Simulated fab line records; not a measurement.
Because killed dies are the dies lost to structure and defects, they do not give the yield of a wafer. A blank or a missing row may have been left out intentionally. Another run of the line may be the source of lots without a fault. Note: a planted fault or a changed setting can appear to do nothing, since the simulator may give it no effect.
What tool caused it? ; flow nand harc ; 39 wafers from 13 lots sampled at 5 of the route's 1302 steps

WHAT EACH GAUGE READ, for each wafer
NHARC_A_M1_OVL_MEAS_10: pitch 240 nm.
lot;measured;on;overlay x nm (nm);overlay y nm (nm)
L371;day 23 07:58;overlay-01;0.3 0.3 0.3;-0.9 -0.9 -0.8
L374;day 23 15:43;overlay-01;-0.3 -0.2 -0.4;0.3 0.7 1.0
L372;day 23 17:11;overlay-01;1.2 1.0 1.7;0.3 -0.1 0.9
L373;day 23 19:43;overlay-01;0.4 0.1 0.1;-1.3 -0.5 -1.0
L375;day 24 14:06;overlay-01;0.9 -0.1 0.7;-0.2 -0.1 -0.2
L376;day 25 04:56;overlay-02;1.4 1.5 1.0;-1.4 -1.1 -1.5
L377;day 25 17:41;overlay-02;-0.3 0.1 0.1;-1.1 -1.4 -1.4
L379;day 26 22:26;overlay-01;-1.1 -0.9 -0.3;1.0 0.7 1.3
L389;day 30 20:42;overlay-02;0.3 0.5 0.6;0.3 0.9 0.2
L392;day 31 11:08;overlay-01;0.7 1.3 1.2;-1.6 -0.7 -0.6
L391;day 31 12:14;overlay-01;0.3 0.4 0.9;1.1 0.7 0.3
L394;day 32 22:00;overlay-02;0.5 0.9 0.4;-1.0 -0.7 -0.6
L393;day 33 01:02;overlay-01;1.9 2.0 1.8;1.2 1.4 1.3

NHARC_END_SORT_01.
lot;measured;on;defect limited yield (%);killed at array;killed at other;killed at periphery;killed dies;killed open;killed short;sort_bin_2_pct (%);sort_bin_3_pct (%);sort_bin_4_pct (%);sort n pass;sort rim yield pct (%);sort yield pct (%)
L391;day 33 02:47;prober-01;92.0 89.4 90.5;50 65 60;0 1 0;4 6 4;54 72 64;0 2 3;1 3 1;2.2 3.0 3.1;1.3 0.9 0.6;4.4 6.8 5.8;623 605 613;86 92 84;92.0 89.4 90.5

TOOL THAT RAN EACH LOT (tool first, then ch and the chambers of the sampled wafers, then the start)
lot;NHARC_A_M0_PRE_CLEAN_29;NHARC_A_M0_PVD_20;NHARC_A_M1_SOFTBAKE_04
L371;pvd sputter-02, day 23 07:00 or earlier;pvd sputter-02, day 23 07:00 or earlier;litho track-01 ch 0, day 23 07:00
L374;pvd sputter-03, day 23 15:00 or earlier;pvd sputter-03, day 23 15:00 or earlier;litho track-06 ch 0, day 23 15:00
L372;pvd sputter-01, day 23 16:00 or earlier;pvd sputter-01, day 23 16:00 or earlier;litho track-04 ch 0, day 23 16:00
L373;pvd sputter-01, day 23 19:00 or earlier;pvd sputter-01, day 23 19:00 or earlier;litho track-06 ch 0, day 23 19:00
L375;pvd sputter-01, day 24 13:00 or earlier;pvd sputter-01, day 24 13:00 or earlier;litho track-04 ch 0, day 24 13:00
L376;pvd sputter-01, day 25 04:00 or earlier;pvd sputter-01, day 25 04:00 or earlier;litho track-01 ch 0, day 25 04:00
L377;pvd sputter-03, day 25 17:00 or earlier;pvd sputter-03, day 25 17:00 or earlier;litho track-04 ch 0, day 25 17:00
L379;pvd sputter-03, day 26 22:00 or earlier;pvd sputter-03, day 26 22:00 or earlier;litho track-01 ch 0, day 26 22:00
L389;pvd sputter-02, day 30 20:00 or earlier;pvd sputter-02, day 30 20:00 or earlier;litho track-04 ch 0, day 30 20:00
L392;pvd sputter-01, day 31 10:00 or earlier;pvd sputter-01, day 31 10:00 or earlier;litho track-01 ch 0, day 31 10:00
L391;pvd sputter-03, day 31 11:00 or earlier;pvd sputter-03, day 31 11:00 or earlier;litho track-01 ch 0, day 31 11:00
L394;pvd sputter-01, day 32 21:00 or earlier;pvd sputter-01, day 32 21:00 or earlier;litho track-01 ch 0, day 32 21:00
L393;pvd sputter-03, day 33 00:00 or earlier;pvd sputter-03, day 33 00:00 or earlier;litho track-01 ch 0, day 33 00:00
- NHARC_A_M0_PRE_CLEAN_29: time 30 s.
- NHARC_A_M0_PVD_20: deposits TaN, target thk 5 nm, time 8.06 s.
- NHARC_A_M1_SOFTBAKE_04: time 55 s.

WHAT THE TOOLS THEMSELVES READ (means of the sampled wafers that have a number; where no wafer has one, the mark that the record gives instead)
NHARC_A_M0_PRE_CLEAN_29.
lot;tool;heater power w (W)
L371;pvd sputter-02;463
L374;pvd sputter-03;468
L372;pvd sputter-01;374
L373;pvd sputter-01;360
L375;pvd sputter-01;360
L376;pvd sputter-01;359
L377;pvd sputter-03;471
L379;pvd sputter-03;473
L389;pvd sputter-02;453
L392;pvd sputter-01;379
L391;pvd sputter-03;459
L394;pvd sputter-01;353
L393;pvd sputter-03;423

NHARC_A_M0_PVD_20.
lot;tool;throttle valve pct (%)
L371;pvd sputter-02;29.8
L374;pvd sputter-03;29.1
L372;pvd sputter-01;30.9
L373;pvd sputter-01;31.0
L375;pvd sputter-01;31.0
L376;pvd sputter-01;31.3
L377;pvd sputter-03;29.4
L379;pvd sputter-03;29.4
L389;pvd sputter-02;29.0
L392;pvd sputter-01;30.6
L391;pvd sputter-03;28.6
L394;pvd sputter-01;31.4
L393;pvd sputter-03;28.8

NHARC_A_M1_SOFTBAKE_04.
lot;tool;heater power total W (W)
L371;litho track-01;188.42
L374;litho track-06;188.43
L372;litho track-04;188.28
L373;litho track-06;188.66
L375;litho track-04;188.55
L376;litho track-01;188.48
L377;litho track-04;188.33
L379;litho track-01;190.28
L389;litho track-04;188.43
L392;litho track-01;188.43
L391;litho track-01;188.32
L394;litho track-01;188.51
L393;litho track-01;188.47

THE ANSWER, worked out from the rows above alone
Rule: usual is defined by the lots themselves. The widest of any qualifying gaps counts: lots, ordered by their means at a reading, are off when they make up no more than a third of the lots, leave a main group of 4 or more, and stand apart from it by 3 or more times the standard deviation of that group's means. Not used: any main group whose means are identical at the precision the tables above print for the reading. A lot without any number at a reading at which 4 lots or more have one is off too. Any other lot the step has rows for is counted as sound. After the gauges, taken in route order, come the tools' own readings; for these a lot's mean is taken, as printed above. At the first step where some lot is off, the reading lying furthest off is the one used; lots without a number count as furthest.
Off: L379 (NHARC_A_M1_SOFTBAKE_04, heater power total W). Mean 188.44 W and standard deviation 0.1 in the main group.
If a tool, at that step or one of the process steps before it, ran each lot that is off and ran no sound lot following the first of them, it fits. Because NHARC_A_M0_PRE_CLEAN_29 lacks a start for some lots, the hours and order of its lots are taken from NHARC_A_M1_SOFTBAKE_04. Because NHARC_A_M0_PVD_20 lacks a start for some lots, the hours and order of its lots are taken from NHARC_A_M1_SOFTBAKE_04. Not one of the candidates tried fits.

WHAT WAS PUT IN BY THE SIMULATOR
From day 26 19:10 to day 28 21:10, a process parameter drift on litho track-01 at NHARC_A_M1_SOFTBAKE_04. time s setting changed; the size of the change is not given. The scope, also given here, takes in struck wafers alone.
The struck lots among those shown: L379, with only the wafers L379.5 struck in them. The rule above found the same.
